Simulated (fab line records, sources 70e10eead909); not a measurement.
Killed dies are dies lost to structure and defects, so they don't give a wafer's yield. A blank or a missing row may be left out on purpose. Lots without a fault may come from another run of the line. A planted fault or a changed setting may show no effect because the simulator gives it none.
Which tool did it? | flow nand_harc | 23 lots, 69 wafers sampled, at 1 step of a route of 1302

WHAT THE GAUGES READ, wafer by wafer
NHARC_P_GATE_CD_MEAS_91: target cd 2000 nm.
lot  | measured     | on        | cd_nm (nm)
L074 | day 5 17:57  | cd_sem-01 | 1993.9 1997.7 1997.9
L075 | day 6 04:23  | cd_sem-02 | 2001.3 1998.9 2000.3
L076 | day 6 16:56  | cd_sem-01 | 1997.4 2000.4 2000.4
L077 | day 6 20:08  | cd_sem-03 | 2002.7 1998.9 2001.1
L079 | day 7 19:11  | cd_sem-03 | 2000.4 1998.3 2000.9
L078 | day 7 21:05  | cd_sem-03 | 1998.8 1999.1 1998.6
L080 | day 8 12:44  | cd_sem-02 | 2003.4 1999.4 2000.1
L081 | day 8 20:47  | cd_sem-03 | 2002.8 2001.0 2002.0
L082 | day 9 01:31  | cd_sem-01 | 2000.4 2002.8 2001.5
L083 | day 9 11:36  | cd_sem-03 | 1996.5 1999.3 1998.5
L084 | day 9 20:16  | cd_sem-02 | 1995.4 2000.4 2000.1
L086 | day 10 11:03 | cd_sem-03 | 2001.5 2002.2 1999.9
L085 | day 10 17:02 | cd_sem-03 | 2001.2 2002.8 2000.1
L087 | day 11 08:59 | cd_sem-03 | 1998.8 2000.9 1996.9
L089 | day 11 17:40 | cd_sem-03 | 2000.7 2001.6 2000.3
L088 | day 11 19:43 | cd_sem-02 | 2000.6 2002.1 2001.3
L090 | day 12 15:52 | cd_sem-01 | 1997.9 1998.8 1996.1
L091 | day 12 17:33 | cd_sem-03 | 2003.2 2001.7 1999.8
L092 | day 13 04:41 | cd_sem-03 | 2002.3 1999.9 2000.0
L094 | day 14 07:59 | cd_sem-03 | 2001.8 2001.4 2000.1
L095 | day 14 10:26 | cd_sem-03 | 2001.3 2002.5 2003.6
L096 | day 15 01:08 | cd_sem-02 | 2000.4 2001.9 2002.4
L097 | day 15 09:53 | cd_sem-02 | 1999.8 2001.3 2001.9

WHICH TOOL RAN EACH LOT (tool, then ch and the chambers of the sampled wafers, then the start)
The record holds no process step before these readings.

WHAT THE TOOLS THEMSELVES READ (means of the sampled wafers that have a number; where no wafer has one, the mark that the record gives instead)
The record holds no such reading with a usual standard deviation.

THE ANSWER, worked out from the rows above alone
Rule: what is usual is taken from the lots themselves. Put in order of their means at a reading, lots are off if they are a third of the lots or fewer, leave a main group of 4 or more, and stand apart from it by a gap of 3 or more times the standard deviation of the main group's means; of several such gaps the widest counts. A main group whose means are all the same, to the digits that the tables above print for the reading, isn't used. A lot without any number at a reading at which 4 lots or more have one is off too. The other lots that the step has rows for count as sound. The gauges are gone through in route order, then the tools' own readings, and for those a lot's mean is taken as printed above. The first step at which some lot is off is used, and at that step the reading that is off furthest; a lot without a number counts as furthest.
No lot is off at any reading shown: from this, nothing can be told.

WHAT THE SIMULATOR HAD PUT IN
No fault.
